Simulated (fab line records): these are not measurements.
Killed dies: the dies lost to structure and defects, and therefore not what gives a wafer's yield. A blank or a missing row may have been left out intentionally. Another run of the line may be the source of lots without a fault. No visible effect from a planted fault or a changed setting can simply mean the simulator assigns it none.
Chamber matching	flow n5 finfet	ald metal-02 running N5_BEOL_M6_ALD_77: 4 sister chambers
The step deposits TaN, target thk 2 nm, pulse time 2 s, purge time 3 s. 4 wafers are shown with their chamber, then 7 later ones without.

WAFERS PAIRED WITH THEIR CHAMBERS
wafer	chamber	heater power w (W)
L091.3	1	373
L091.6	2	460
L092.2	0	395
L092.4	3	417

WAFERS WITH NO CHAMBER GIVEN
wafer	heater power w (W)
L092.6	450
L094.1	388
L094.2	420
L094.3	373
L095.3	410
L095.5	448
L095.6	374

CHAMBER TAKEN BY EACH
wafer	from the rows above	in truth
L092.6	2	2
L094.1	can't be placed: 0 or 1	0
L094.2	3	3
L094.3	1	1
L095.3	can't be placed: 3 or 0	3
L095.5	2	2
L095.6	1	1
Correct placement for 5 of the 7. Cannot be placed on the basis of these rows: 2; the candidates contain the true chamber in 2. Wrongly placed: 0.
How it was worked out, from the rows above alone: a wafer's distance from a chamber is the root of the sum, over the readings, of the square of ((its reading less the chamber's mean) divided by the reading's scatter). If the next closest chamber is less than 2 further off than the closest, the wafer can't be placed; otherwise it belongs to the closest. For every chamber, the mean is computed from those of its wafers that are shown. The scatter (one wafer shown for each chamber): square how far every hidden wafer sits from the nearest shown wafer, average those squares and take the square root.
